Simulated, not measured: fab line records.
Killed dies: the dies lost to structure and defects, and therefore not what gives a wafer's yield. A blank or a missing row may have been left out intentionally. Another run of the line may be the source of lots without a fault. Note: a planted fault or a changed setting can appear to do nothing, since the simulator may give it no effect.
fab line records ; flow nand_harc ; part 2 of 2: steps 22 to 31 of 31
record: lots: 5; wafers: 15; last_day: 31
route steps=1302 shown A_STAIRCASE@818
lots that met no fault: from a run of the same line without faults
start_h: hours from the record's opening day to when the first of the lot's shown wafers began ; wait_h: time in hours since the lot's previous step ; " repeats the value in the row above ; L1.1+2: a row that stands for several wafers ; - value missing, or start not given ; * or withheld: withheld ; < > ~ a bound
route shown NAME@n: NAME is a module with steps in the file, n the number in the route of the first one ; usual: mean/standard deviation of fault-free wafers ; same: alike in all rows ; chamber/n: place in a boat ; sites: each site's reading ; _std_site: standard deviation across them ; _edge_site: inner sites' mean taken away from outer sites' mean ; radius_mm: for every site, how far away it sits from the centre of the wafer ; mask NAME#n: copy n ; behind: the last tool/chamber to shape the wafer ; hold: why the lot was held/for how many hours/how that ended ; device: whichever transistor did not switch (one of n, p or np) ; end of line: tests run on the same wafers once the route is complete ; a step given without rows: its recipe and nothing more ; killed: at the first sort, the dies lost to defects and structure; wafer yield is something else ; map: a wafer's dies, x killed, . not, _ none there
set.NAME: setting as actually run; set.NAME@STEP: the setting as run at that earlier step ; model.NAME: the simulator's own value behind a step, which no gauge read
a table for each step, a row for each wafer; lots at some steps of the route
services: a tool's chamber out of use, with start hour (start_h, from the record's first day; less than 0 if before it), hours out, and reason
== steps ==
step: NHARC_A_STAIRCASE_ALD_415
recipe: target_thk_a: 300; pulse_time_s: 6; ald_cycles: 300; temp_c: 300; material: SiO2
usual: heater_power_w: 475/45; precursor_pulse_height_rel: 1.000/0.019
same: pulse_time_s: 6
lot.wafer;tool;chamber;start_h;wait_h;heater_power_w;precursor_pulse_height_rel;since_wet_clean_h
L074.3;ald_hk-02;1;374.58;0.5;515;0.991;15
L074.6;ald_hk-02;3;374.58;0.5;421;1.015;-
L074.5;ald_hk-02;0;374.58;0.5;451;1.002;-
L075.3;ald_hk-03;3;389.07;0.1;497;1.024;168
L075.4;ald_hk-03;0;389.07;0.1;485;0.993;168
L075.1;ald_hk-03;1;389.07;0.1;563;1.002;168
L078.4;ald_hk-02;0;424.13;0.1;450;0.996;64
L078.2;ald_hk-02;2;424.13;0.1;470;0.998;65
L078.6;ald_hk-02;0;424.13;0.1;448;1.019;-
L085.4;ald_hk-03;3;490.51;2.4;458;0.978;91
L085.5;ald_hk-03;3;490.51;2.4;469;0.986;-
L085.6;ald_hk-03;0;490.51;2.4;482;1.006;-
L093.4;ald_hk-02;1;571.56;0.8;537;0.995;34
L093.6;ald_hk-02;2;571.56;0.8;493;1.011;-
L093.5;ald_hk-02;3;571.56;0.8;413;0.983;-
step: NHARC_A_STAIRCASE_ETCHBACK_416
recipe: target_depth_a: 360; time_s: 7.2; c4f8_flow_sccm: withheld; o2_flow_sccm: 8; ar_flow_sccm: withheld; rf_w: 600; bias_w: 800; chemistry: C4F8/O2/Ar
usual: bias_w: 799.6/2.5; oes_product_au: 0.94/0.03; rf_vpp_V: 723/5.5
lot.wafer;tool;chamber;start_h;wait_h;bias_w;oes_product_au;rf_hours_counter_h;rf_vpp_V
L074.3;rie_diel-12;1;-;-;801.0;0.92;46;727
L074.5;rie_diel-12;2;-;-;803.2;0.92;-;719
L074.6;rie_diel-12;3;-;-;796.6;0.93;-;716
L075.3;rie_diel-01;2;-;-;798.4;1.02;0;715
L075.4;rie_diel-01;0;-;-;794.7;1.00;0;723
L075.1;rie_diel-01;1;-;-;797.6;1.01;0;718
L078.2;rie_diel-06;3;-;-;796.3;0.94;33;720
L078.4;rie_diel-06;1;-;-;796.3;0.93;27;723
L078.6;rie_diel-06;3;-;-;797.6;0.93;-;719
L085.4;rie_diel-01;2;-;-;801.1;0.93;33;714
L085.5;rie_diel-01;0;-;-;799.7;0.93;-;724
L085.6;rie_diel-01;1;-;-;797.0;0.94;-;716
L093.4;rie_diel-06;3;-;-;799.7;0.92;20;719
L093.5;rie_diel-06;3;-;-;799.7;0.91;-;720
L093.6;rie_diel-06;0;-;-;799.7;0.93;-;718
step: NHARC_A_STAIRCASE_STRIP_476
recipe: time_s: 20; o2_flow_sccm: 500; ar_flow_sccm: 0; bias_w: 0; chemistry: O2
usual: drypump_motor_current_A: 5.8/0.34; oes_product_au: 1.000/0.011; rf_vpp_V: 57.8/0.95; showerhead_plenum_p_Torr: 3.54/0.18; throttle_valve_pct: 17.037/0.0096
same: bias_w: 0
lot.wafer;tool;chamber;start_h;wait_h;drypump_motor_current_A;oes_product_au;rf_hours_counter_h;rf_vpp_V;showerhead_plenum_p_Torr;throttle_valve_pct
L074.3;rie_diel-12;0;376.29;0.1;5.9;0.996;38;58.3;3.79;17.039
L074.5;rie_diel-12;0;376.29;0.1;5.9;0.985;-;57.2;3.79;17.037
L074.6;rie_diel-12;1;376.29;0.1;5.8;0.980;-;58.6;3.65;17.057
L075.4;rie_diel-01;3;391.27;0.1;5.8;1.007;0;58.8;3.78;17.033
L075.3;rie_diel-01;0;391.27;0.1;5.4;0.995;0;57.5;3.56;17.050
L075.1;rie_diel-01;1;391.27;0.1;6.4;1.002;0;58.0;3.35;17.036
L078.2;rie_diel-06;0;426.32;0.1;5.6;1.002;39;56.7;3.40;17.039
L078.4;rie_diel-06;1;426.32;0.1;5.7;1.000;27;58.1;3.52;17.028
L078.6;rie_diel-06;0;426.32;0.1;5.6;1.001;-;58.5;3.40;17.036
L085.4;rie_diel-01;1;492.67;0.1;6.4;0.991;38;58.2;3.33;17.042
L085.5;rie_diel-01;2;492.67;0.1;5.7;1.011;-;57.8;3.27;17.013
L085.6;rie_diel-01;3;492.67;0.1;5.8;1.012;-;58.0;3.76;17.035
L093.4;rie_diel-06;3;573.03;0.1;5.9;0.988;20;56.9;3.39;17.040
L093.5;rie_diel-06;2;573.03;0.1;5.0;1.004;-;57.8;3.73;17.037
L093.6;rie_diel-06;3;573.03;0.1;5.9;0.986;-;56.2;3.39;17.032
step: NHARC_A_STAIRCASE_DEP_417
recipe: target_thk_a: 600; step_coverage_pct: 20; temp_c: 400; target_thk_nm: 60; flow_sccm: 200; rf_w: 450; material: Si3N4
usual: heater_power_w: 713/110
lot.wafer;tool;chamber;start_h;wait_h;heater_power_w;since_wet_clean_h
L074.3;pecvd-02;2;376.47;-;573;136
L074.5;pecvd-02;0;376.47;-;698;-
L074.6;pecvd-02;1;376.47;-;845;-
L075.3;pecvd-03;2;391.41;-;875;12
L075.1;pecvd-03;0;391.41;-;652;13
L075.4;pecvd-03;1;391.41;-;735;-
L078.2;pecvd-03;2;426.50;-;853;48
L078.4;pecvd-03;1;426.50;-;735;-
L078.6;pecvd-03;2;426.50;-;849;-
L085.4;pecvd-03;0;492.89;-;692;-
L085.5;pecvd-03;1;492.89;-;711;-
L085.6;pecvd-03;2;492.89;-;746;-
L093.5;pecvd-03;0;573.26;-;741;-
L093.6;pecvd-03;1;573.26;-;617;-
L093.4;pecvd-03;2;573.26;-;796;-
step: NHARC_A_STAIRCASE_WET_418
recipe: temp_c: 160; target_depth_a: 200; chemistry: H3PO4
lot.wafer;tool;chamber;start_h;wait_h
L074.3+5+6;wet_h3po4-01;0;378.38;-
L075.1+3+4;wet_h3po4-02;1;393.36;-
L078.2+4+6;wet_h3po4-02;0;429.91;-
L085.4+5+6;wet_h3po4-02;0;494.75;-
L093.4+5+6;wet_h3po4-01;1;575.12;-
step: NHARC_A_STAIRCASE_PRECLEAN_419
recipe: time_s: *; temp_c: 50; bath_age_min: 0; chemistry: SC1
lot.wafer;tool;chamber;start_h;wait_h
L074.6+5+3;wet_bench-07;6,1,2;378.94;0.0
L075.3+4+1;wet_bench-04;7,1,3;393.93;0.0
L078.2+6+4;wet_bench-04;2,3,4;430.50;0.0
L085.4+6+5;wet_bench-04;4,5,1;495.33;0.0
L093.5+6+4;wet_bench-02;0,3,5;575.68;0.0
step: NHARC_A_STAIRCASE_SRD_421
lot.wafer;tool;chamber;start_h;wait_h
L074.6+5+3;wet_bench-07;6,1,2;-;-
L075.3+4+1;wet_bench-04;7,1,3;-;-
L078.2+6+4;wet_bench-04;2,3,4;-;-
L085.4+6+5;wet_bench-04;4,5,1;-;-
L093.5+6+4;wet_bench-02;0,3,5;-;-
step: NHARC_A_STAIRCASE_ALD_420
recipe: target_thk_a: 200; pulse_time_s: 6; ald_cycles: 200; temp_c: 300; material: SiO2
usual: heater_power_w: 474/45; precursor_pulse_height_rel: 1.001/0.019
same: pulse_time_s: 6
lot.wafer;tool;chamber;start_h;wait_h;heater_power_w;precursor_pulse_height_rel;since_wet_clean_h
L074.3;ald_hk-02;0;379.57;-;445;0.998;20
L074.5;ald_hk-02;1;379.57;-;516;0.983;-
L074.6;ald_hk-02;2;379.57;-;472;0.976;-
L075.1;ald_hk-02;3;394.23;-;414;1.008;34
L075.4;ald_hk-02;0;394.23;-;446;1.003;34
L075.3;ald_hk-02;1;394.23;-;523;0.982;35
L078.4;ald_hk-01;3;430.64;-;471;0.998;125
L078.2;ald_hk-01;0;430.64;-;372;0.975;125
L078.6;ald_hk-01;0;430.64;-;391;1.012;-
L085.4;ald_hk-03;3;495.47;-;457;1.010;95
L085.5;ald_hk-03;3;495.47;-;458;1.012;-
L085.6;ald_hk-03;0;495.47;-;483;0.969;-
L093.4;ald_hk-01;2;576.13;-;460;1.010;92
L093.5;ald_hk-01;2;576.13;-;462;1.016;-
L093.6;ald_hk-01;3;576.13;-;460;0.961;-
step: NHARC_A_STAIRCASE_CVD_552
recipe: target_thk_a: 400; temp_c: 700; pressure_mtorr: 300; material: SiNx
usual: pressure_mtorr: 300.0/0.63; spike_tc_top_C: 718.3/2.4; zone_power_bottom_pct: 15.8/0.96
lot.wafer;tool;chamber;start_h;wait_h;pressure_mtorr;spike_tc_top_C;zone_power_bottom_pct
L074.3;lpcvd-01;1;-;-;298.5;716.6;16.9
L074.5;lpcvd-01;1;-;-;300.0;714.9;16.4
L074.6;lpcvd-01;1;-;-;300.2;716.3;16.3
L075.1;lpcvd-01;1;-;-;300.0;716.9;16.7
L075.3;lpcvd-01;1;-;-;299.9;715.6;16.1
L075.4;lpcvd-01;1;-;-;300.0;716.0;16.5
L078.2;lpcvd-01;0;-;-;300.0;721.3;16.4
L078.4;lpcvd-01;0;-;-;299.0;722.1;16.2
L078.6;lpcvd-01;0;-;-;300.2;722.6;16.4
L085.4;lpcvd-01;0;-;-;301.0;721.5;16.2
L085.5;lpcvd-01;0;-;-;301.7;721.7;16.3
L085.6;lpcvd-01;0;-;-;301.1;721.5;16.4
L093.4;lpcvd-02;1;-;-;299.0;718.2;14.3
L093.5;lpcvd-02;1;-;-;299.6;718.0;14.4
L093.6;lpcvd-02;1;-;-;299.9;719.5;14.4
step: NHARC_A_STAIRCASE_DEP_151
recipe: target_thk_a: 72000; temp_c: 400; target_thk_nm: 7200; teos_flow_sccm: 200; rf_w: 500; material: SiO2
usual: heater_power_w: 644/120
lot.wafer;tool;chamber;start_h;wait_h;heater_power_w;since_wet_clean_h
L074.3;pecvd-03;1;387.22;0.4;727;8
L074.6;pecvd-03;1;387.22;0.4;610;-
L074.5;pecvd-03;0;387.22;0.4;583;-
L075.1;pecvd-02;1;402.32;0.5;932;162
L075.3;pecvd-02;2;402.32;0.5;523;162
L075.4;pecvd-02;0;402.32;0.5;552;-
L078.2;pecvd-04;2;438.93;0.5;730;156
L078.6;pecvd-04;1;438.93;0.5;565;-
L078.4;pecvd-04;0;438.93;0.5;617;-
L085.4;pecvd-03;0;503.98;0.8;580;-
L085.6;pecvd-03;1;503.98;0.8;616;-
L085.5;pecvd-03;0;503.98;0.8;583;-
L093.4;pecvd-02;0;586.16;0.7;549;-
L093.5;pecvd-02;1;586.16;0.7;767;-
L093.6;pecvd-02;2;586.16;0.7;427;-
== services ==
tool;chamber;start_h;hours;kind
rie_diel-06;1;354.02;13.4;repair
rie_diel-06;3;365.97;9.2;repair
rie_diel-01;3;377.64;4.2;repair
rie_diel-01;-;381.57;9.0;pm
rie_diel-01;0;401.71;7.1;repair
litho_track-02;-;402.00;7.0;pm
wet_bench-04;-;403.24;8.0;pm
wet_bench-04;-;412.34;2.0;repair
litho_track-07;-;426.00;7.0;pm
rie_diel-06;-;441.74;0.7;repair
rie_diel-12;-;445.49;9.0;pm
litho_track-03;-;450.00;7.0;pm
rie_diel-01;-;451.33;0.6;repair
rie_diel-12;1;466.41;5.9;repair
rie_diel-06;-;484.22;9.0;pm
rie_diel-06;3;496.22;11.6;repair
wet_bench-07;-;503.57;1.5;repair
rie_diel-01;0;510.51;23.1;repair
rie_diel-01;1;511.08;4.7;repair
wet_bench-07;-;512.27;8.0;pm
rie_diel-06;3;554.15;5.6;repair
rie_diel-01;-;558.68;9.0;pm
litho_track-02;-;577.00;7.0;pm
wet_bench-04;-;579.24;8.0;pm
